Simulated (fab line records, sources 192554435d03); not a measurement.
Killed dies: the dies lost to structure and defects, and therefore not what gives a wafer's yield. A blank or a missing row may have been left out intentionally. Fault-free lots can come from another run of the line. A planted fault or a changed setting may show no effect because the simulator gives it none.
Comparing a struck lot with a sound one || flow n5Finfet || 14 steps out of a route of 1938
Sound: these wafers, L633.1, L633.2, L633.6. Struck: wafer L619.2 (left out: L619.3, a lot-mate that was not struck); the cause follows at the end.
Order at every step that has rows: each side's tool, ch and its chambers, its first start. Under that, the readings that differ: sound wafers || struck wafers || difference of the means || sigmas: that difference in standard deviations of wafers without a fault.
alike: readings whose means differ by less than 2 such deviations, and words and numbers that are the same on both sides. not compared: withheld readings, readings that some wafer has no value for, bounds like >300 that may hide the same value, and numbers for which the record gives no deviation and whose values overlap.
Wherever a step has rows on one side only, a row that says differs or no value, or a row with sigmas, the two part there. When numbers do not overlap yet have no deviation, they are printed without sigmas and do not part them. A reading missing from all wafers of one side parts the sides only when that side holds two or more wafers.

N5_BEOL_M15_SPUTTER_45: material Cu, target thk 100 nm, time 16.67 s.
  sound: pvdSputter-01 at day 16 10:15; struck: pvdSputter-03 at day 13 01:38
{"reading": "chuckSensorTempC (C)", "sound": "-15.2 -15.7 -15.7", "struck": -16.5, "difference": -1.0, "sigmas": -2}
  alike: throttleValvePct
then, 1 step without rows for these wafers: N5_BEOL_M15_ECD_47 (material Cu, target thk 1860 nm).
N5_BEOL_M15_ANNEAL_48: time 90 s.
  sound on rtpAnneal-02 ch 0, day 16 11:29; struck on rtpAnneal-01 ch 0, day 13 02:02
  alike: annealTempC, wafer_temp_C_max
then, 1 step without rows for these wafers: N5_BEOL_M15_CMP_49 (polishes, stops on SiO2, t overpolish 4.9 s, target thk 850 nm).
N5_BEOL_M15_THK_MEAS_50: measures by xrf.
  sound: filmMetro-02 at day 16 12:05; struck: filmMetro-01 at day 13 02:35
  alike: M15_THK
then, 1 step without rows for these wafers: N5_BEOL_M15_PRE_CLEAN_52 (time 15 s).
N5_BEOL_M15_DEP_53: deposits SiCN from 3MS/NH3, target thk 50 nm, time 17.8 s.
  sound on pecvd-03 ch 1,2, day 16 12:08; struck on pecvd-01 ch 1, day 13 02:39
  alike: showerheadPlenumPTorr, throttleValvePct
N5_BEOL_M15_RS_MEAS_54: measurement is done with a four-point probe.
  sound: filmMetro-02 at day 16 12:13; struck: filmMetro-02 at day 13 02:43
  alike: M15_RS
N5_BEOL_M15_INSPECT_55: inspects for defects (darkfield).
  sound: defectInspect-02 at day 16 12:14; struck: defectInspect-01 at day 13 02:44
  alike: rawDefectCount
N5_BEOL_M15_RC_MEAS_101:
  sound on prober-01 ch 0, day 16 12:16; struck on prober-02 ch 0, day 13 02:55
{"reading": "COMB_M11_max_site (S/m)", "sound": "1.7e-11 1.3e-11 1.4e-11", "struck": 2.6e-11, "difference": "+1.1e-11", "sigmas": "+2"}
{"reading": "COMB_M13 (S/m)", "sound": "3.3e-12 4.8e-12 2.8e-12", "struck": 6.5e-12, "difference": "+2.9e-12", "sigmas": "+2"}
{"reading": "COMB_M5 (S/m)", "sound": "2.5e-11 2e-11 2.1e-11", "struck": 4e-11, "difference": "+2e-11", "sigmas": "+2"}
{"reading": "COMB_M9 (S/m)", "sound": "1.7e-11 2.3e-11 1.6e-11", "struck": 1.2e-11, "difference": -6.7e-12, "sigmas": -2}
{"reading": "SERP_M12 (ohm/um)", "sound": "0.620 0.665 0.648", "struck": 0.596, "difference": -0.048, "sigmas": -3}
  alike: COMB_M10, COMB_M11, COMB_M12, COMB_M14, COMB_M15, COMB_M6, COMB_M7, COMB_M7_max_site, COMB_M8, COMB_M8_max_site, SERP_M10, SERP_M11, SERP_M13, SERP_M13_max_site, SERP_M14, SERP_M5, SERP_M6, SERP_M7, SERP_M8, SERP_M9
N5_PASSIVATION_PECVD_00: deposits SiO2 from SiH4/N2O, target thk 200 nm, time 11.2 s.
  sound on pecvd-04 ch 1,2, day 16 13:14; struck on pecvd-04 ch 1, day 13 03:44
  alike: heaterPowerW, showerheadPlenumPTorr, throttleValvePct
then, 1 step without rows for these wafers: N5_MIM_BOT_DEGAS_01 (time 60 s).
N5_MIM_BOT_SPUTTER_00: material TiN, target thk 35 nm, time 89.7 s.
  sound: pvdSputter-02 at day 16 13:21; struck: pvdSputter-02 at day 13 04:46
{"reading": "model.TiN_of_MIM_BOT_SPUTTER_00.thkNm (nm)", "sound": "35.4 35.2 35.2", "struck": 24.6, "difference": -10.7, "sigmas": ""}
  alike: throttleValvePct
N5_MIM_TOP_ALD_00: deposits Al2O3, purge time 3 s, co reactant pulse time 3 s.
  sound on aldHk-03 ch 0,1,3, day 16 13:27; struck on aldHk-03 ch 3, day 13 04:52
  alike: precursorPulseHeightRel

== WHERE THEY PART ==
At N5_BEOL_M15_SPUTTER_45 first; at N5_BEOL_M15_RC_MEAS_101 last (within this record only). Later steps at which nothing parts them and some readings are alike: N5_PASSIVATION_PECVD_00, N5_MIM_BOT_SPUTTER_00, N5_MIM_TOP_ALD_00.

WHY: what had been put in by the simulator
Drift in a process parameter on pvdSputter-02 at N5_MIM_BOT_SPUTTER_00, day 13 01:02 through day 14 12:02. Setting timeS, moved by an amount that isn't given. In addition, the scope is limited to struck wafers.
